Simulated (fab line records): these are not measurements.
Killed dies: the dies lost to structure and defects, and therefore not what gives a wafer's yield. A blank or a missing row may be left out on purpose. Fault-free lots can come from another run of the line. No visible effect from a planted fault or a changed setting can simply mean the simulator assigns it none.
The tool behind it: which one? ; flow n5Finfet ; 11 lots with 33 wafers sampled at 5 steps, on a route of 1938 steps

== WHAT THE GAUGES READ, wafer by wafer ==
Not one reading of a measure or inspect step in the record can be checked against a usual standard deviation.

== WHAT TOOL EACH LOT RAN ON (gives the tool, then ch and the chambers of the sampled wafers, and finally the start) ==
lot;N5_PMOS_HMC_CHANNEL_EPI_HM_OPEN_15;N5_PMOS_HMC_CHANNEL_EPI_EPI_26;N5_FIN_SAQP_PECVD_48;N5_FIN_SAQP_COAT_49;N5_PASSIVATION_PROBE_49
L355;rieDiel-06 ch 0,1,2, day 1 23:19;epiRpcvd-03 ch 0, day 2 02:35;pecvd-01 ch 1,2, day 2 03:40;lithoTrack-01 ch 0, day 2 03:56;prober-02, day 14 06:13
L356;rieDiel-06 ch 0,1,2, day 2 05:52;epiRpcvd-01 ch 0, day 2 09:11;pecvd-02 ch 0,1, day 2 10:25;lithoTrack-01 ch 0, day 2 10:43;-
L357;rieDiel-02 ch 0,3, day 2 11:51;epiRpcvd-01 ch 0, day 2 15:11;pecvd-04 ch 0,1, day 2 16:41;lithoTrack-04 ch 0, day 2 16:55;-
L358;rieDiel-06 ch 0,2,3, day 2 17:21;epiRpcvd-01 ch 0, day 2 21:19;pecvd-04 ch 1,2, day 2 23:56;lithoTrack-01 ch 0, day 3 00:12;-
L361;rieDiel-02 ch 2,3, day 3 11:23;epiRpcvd-03 ch 0, day 3 13:46;pecvd-04 ch 0,1, day 3 14:47;lithoTrack-01 ch 0, day 3 15:02;prober-02, day 15 10:07
L364;rieDiel-06 ch 0,1,2, day 4 06:47;epiRpcvd-03 ch 0, day 4 09:08;pecvd-01 ch 0,2, day 4 10:30;lithoTrack-01 ch 0, day 4 10:46;prober-02, day 16 17:45
L368;rieDiel-04 ch 2,3, day 5 05:16;epiRpcvd-02 ch 0, day 5 07:34;pecvd-01 ch 1,2, day 5 08:47;lithoTrack-05 ch 0, day 5 09:04;prober-02, day 17 23:08
L371;rieDiel-06 ch 1,3, day 5 23:28;epiRpcvd-01 ch 0, day 6 01:45;pecvd-04 ch 0,2, day 6 03:10;lithoTrack-04 ch 0, day 6 03:25;-
L372;rieDiel-02 ch 0,1,2, day 6 06:03;epiRpcvd-02 ch 0, day 6 09:20;pecvd-02 ch 0,1,2, day 6 10:37;lithoTrack-04 ch 0, day 6 10:52;prober-01, day 18 16:59
L374;rieDiel-04 ch 1,2,3, day 6 17:27;epiRpcvd-01 ch 0, day 6 19:54;pecvd-01 ch 0,2, day 6 20:56;lithoTrack-04 ch 0, day 6 21:11;prober-01, day 19 06:17
L375;rieDiel-02 ch 0,1,2, day 6 23:38;epiRpcvd-02 ch 0, day 7 01:55;pecvd-01 ch 0,1,2, day 7 03:01;lithoTrack-04 ch 0, day 7 03:16;prober-02, day 18 22:17
- N5_PMOS_HMC_CHANNEL_EPI_HM_OPEN_15: chemistry CHF3/O2, target SiO2, target depth 40.6 nm, time 20.3 s.
- N5_PMOS_HMC_CHANNEL_EPI_EPI_26: deposits Si from SiH4/H2, target thk 3.8 nm, time 22.7 s.
- N5_FIN_SAQP_PECVD_48: deposits SiNx from SiH4/NH3/N2, target thk 25 nm, time 22.1 s.
- N5_FIN_SAQP_COAT_49: time 60 s, resist thk 100 nm.
- N5_PASSIVATION_PROBE_49

== WHAT THE TOOLS THEMSELVES READ (means of the sampled wafers that have a number; where no wafer has one, the mark that the record gives instead) ==
N5_PMOS_HMC_CHANNEL_EPI_HM_OPEN_15. Usual: drypumpMotorCurrentA 5.9 A, standard deviation 0.6; oesProductAu 0.80 a.u., standard deviation 0.079; rfFwdPowerW 645.2 W, standard deviation 2.6; rfVppV 523 V, standard deviation 11; showerheadPlenumPTorr 2.41 Torr, standard deviation 0.067; throttleValvePct 18.87 %, standard deviation 0.22.
lot;tool;drypumpMotorCurrentA (A);oesProductAu (a.u.);rfFwdPowerW (W);rfVppV (V);showerheadPlenumPTorr (Torr);throttleValvePct (%);flag
L355;rieDiel-06;6.1;0.76;646.4;516;2.43;19.01;
L356;rieDiel-06;6.0;0.75;645.9;515;2.43;19.01;
L357;rieDiel-02;6.3;0.90;647.4;532;2.39;18.96;
L358;rieDiel-06;5.7;0.76;645.7;520;2.41;18.97;
L361;rieDiel-02;6.6;0.85;645.6;516;2.36;18.87;
L364;rieDiel-06;6.1;0.74;645.5;516;2.42;19.05;
L368;rieDiel-04;5.3;0.76;646.9;520;2.31;18.91;
L371;rieDiel-06;5.6;0.72;644.3;527;2.47;19.09;
L372;rieDiel-02;6.1;0.82;647.3;524;2.43;18.61;
L374;rieDiel-04;5.3;0.81;648.3;521;2.36;18.91;
L375;rieDiel-02;6.1;0.82;646.4;524;2.43;18.61;

N5_PMOS_HMC_CHANNEL_EPI_EPI_26. Usual: throttleValvePct reads 11.26 % (standard deviation 0.25).
lot;tool;throttleValvePct (%);flag
L355;epiRpcvd-03;11.25;
L356;epiRpcvd-01;11.44;
L357;epiRpcvd-01;11.39;
L358;epiRpcvd-01;11.39;
L361;epiRpcvd-03;11.17;
L364;epiRpcvd-03;11.10;
L368;epiRpcvd-02;10.92;
L371;epiRpcvd-01;11.59;
L372;epiRpcvd-02;10.98;
L374;epiRpcvd-01;11.43;
L375;epiRpcvd-02;11.13;

N5_FIN_SAQP_PECVD_48. Usual: heaterPowerW 742 W, standard deviation 67; rfFwdPowerW 296.8 W, standard deviation 1.2; showerheadPlenumPTorr 5.12 Torr, standard deviation 0.077; throttleValvePct 40.0 %, standard deviation 2.1.
lot;tool;heaterPowerW (W);rfFwdPowerW (W);showerheadPlenumPTorr (Torr);throttleValvePct (%);flag
L355;pecvd-01;688;297.0;5.19;40.7;
L356;pecvd-02;788;297.1;5.16;42.2;
L357;pecvd-04;718;297.1;5.16;41.1;
L358;pecvd-04;695;297.4;5.05;38.8;
L361;pecvd-04;825;296.1;5.15;40.6;
L364;pecvd-01;634;296.8;5.22;41.3;
L368;pecvd-01;674;296.3;5.18;41.0;
L371;pecvd-04;771;297.9;5.05;38.4;
L372;pecvd-02;772;295.8;5.10;41.1;
L374;pecvd-01;688;296.1;5.21;39.9;
L375;pecvd-01;691;296.6;5.17;39.5;

N5_FIN_SAQP_COAT_49. Usual: dispensePressureKPa 50.3 kPa, standard deviation 0.54; spinSpeedRpm 1499.8 rpm, standard deviation 0.89.
lot;tool;dispensePressureKPa (kPa);spinSpeedRpm (rpm);flag
L355;lithoTrack-01;50.9;1501.0;
L356;lithoTrack-01;50.9;1499.9;
L357;lithoTrack-04;50.1;1499.3;
L358;lithoTrack-01;50.9;1501.0;
L361;lithoTrack-01;50.9;1610.9;OFF
L364;lithoTrack-01;50.7;1610.8;OFF
L368;lithoTrack-05;49.1;1500.3;
L371;lithoTrack-04;50.2;1500.4;
L372;lithoTrack-04;50.2;1499.6;
L374;lithoTrack-04;50.2;1500.3;
L375;lithoTrack-04;50.2;1500.4;

N5_PASSIVATION_PROBE_49. Usual: killed_at_M0_to_M3 33, standard deviation 11; killed_at_M4_up 14, standard deviation 5; killedAtContacts 11, standard deviation 7.3; killedAtFrontEnd 43, standard deviation 12; killedAtOther 4, standard deviation 3.1; killedDies 106, standard deviation 17; killedOpen 69, standard deviation 13; killedShort 34, standard deviation 8.7.
lot;tool;killed_at_M0_to_M3;killed_at_M4_up;killedAtContacts;killedAtFrontEnd;killedAtOther;killedDies;killedOpen;killedShort;flag
L355;prober-02;31;18;7;44;1;102;74;27;
L361;prober-02;28;9;14;45;2;98;51;45;
L364;prober-02;67;11;12;45;4;140;92;44;OFF
L368;prober-02;29;15;36;44;4;128;95;28;OFF
L372;prober-01;23;10;13;38;2;86;57;26;
L374;prober-01;44;22;12;30;3;110;80;25;
L375;prober-02;31;18;7;38;4;99;60;35;

== THE ANSWER, worked out from the rows above alone ==
Rule: lot off if the mean of its wafers having a number is beyond 3 standard deviations from the usual mean. A lot without any number at a reading at which 4 lots or more have one is off too. All remaining lots with rows at the step are treated as sound. After the gauges, taken in route order, come the tools' own readings; for these a lot's mean is taken, as printed above. At the first step where some lot is off, the reading lying furthest off is the one used; lots without a number count as furthest.
Off: L361, L364 (N5_FIN_SAQP_COAT_49, spinSpeedRpm).
If a tool, at that step or one of the process steps before it, ran each lot that is off and ran no sound lot following the first of them, it fits. Undecided on this evidence; 2 tools fit (epiRpcvd-03 at N5_PMOS_HMC_CHANNEL_EPI_EPI_26, lithoTrack-01 at N5_FIN_SAQP_COAT_49).

== WHAT THE SIMULATOR PUT IN ==
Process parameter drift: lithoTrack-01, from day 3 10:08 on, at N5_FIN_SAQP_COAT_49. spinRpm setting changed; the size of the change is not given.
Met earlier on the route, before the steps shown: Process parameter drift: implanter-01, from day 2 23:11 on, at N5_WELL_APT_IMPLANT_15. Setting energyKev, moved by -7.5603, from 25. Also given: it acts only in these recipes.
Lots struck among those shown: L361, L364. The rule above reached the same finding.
